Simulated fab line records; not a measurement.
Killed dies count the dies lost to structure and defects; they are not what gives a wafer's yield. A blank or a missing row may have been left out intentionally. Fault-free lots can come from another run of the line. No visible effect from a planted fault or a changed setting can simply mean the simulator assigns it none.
Chamber matching / flow n5_finfet / N5_GATE_CUT_CMP_02 on cmp-02: 4 sister chambers
The step polishes, stops on SiO2, t overpolish 12.7 s, target thk 0 nm. 4 wafers are shown with their chamber, then 9 later ones without.

## EACH WAFER AND ITS CHAMBER
wafer=L085.6; chamber=3; time_to_endpoint_s (s)=22.7
wafer=L090.2; chamber=2; time_to_endpoint_s (s)=25.1
wafer=L090.5; chamber=1; time_to_endpoint_s (s)=26.9
wafer=L090.6; chamber=0; time_to_endpoint_s (s)=24.3

## WAFERS WITHOUT THEIR CHAMBER
wafer=L094.1; time_to_endpoint_s (s)=25.3
wafer=L094.3; time_to_endpoint_s (s)=28.7
wafer=L094.5; time_to_endpoint_s (s)=21.8
wafer=L096.3; time_to_endpoint_s (s)=28.4
wafer=L096.5; time_to_endpoint_s (s)=25.2
wafer=L096.6; time_to_endpoint_s (s)=25.8
wafer=L097.1; time_to_endpoint_s (s)=27.1
wafer=L097.2; time_to_endpoint_s (s)=23.3
wafer=L097.6; time_to_endpoint_s (s)=28.7

## WHICH CHAMBER EACH WENT THROUGH
wafer=L094.1; from the rows above=can't be placed: 2 or 0 or 1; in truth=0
wafer=L094.3; from the rows above=can't be placed: 1 or 2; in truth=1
wafer=L094.5; from the rows above=can't be placed: 3 or 0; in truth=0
wafer=L096.3; from the rows above=can't be placed: 1 or 2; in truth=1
wafer=L096.5; from the rows above=can't be placed: 2 or 0 or 1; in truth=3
wafer=L096.6; from the rows above=can't be placed: 2 or 1 or 0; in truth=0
wafer=L097.1; from the rows above=can't be placed: 1 or 2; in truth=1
wafer=L097.2; from the rows above=can't be placed: 3 or 0 or 2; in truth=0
wafer=L097.6; from the rows above=can't be placed: 1 or 2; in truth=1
Correct placement for 0 of the 9. These rows do not allow placing 9 (true chamber among the candidates in 8). 0 placed wrongly.
How it was worked out, from the rows above alone: a wafer's distance from a chamber is the root of the sum, over the readings, of the square of ((its reading less the chamber's mean) divided by the reading's scatter). The wafer belongs to the nearest chamber; if the next one is less than 2 further off, it can't be placed. A chamber's mean is the mean of its shown wafers. The scatter: root of mean squared gap, hidden wafer to nearest shown wafer, with one shown wafer a chamber.
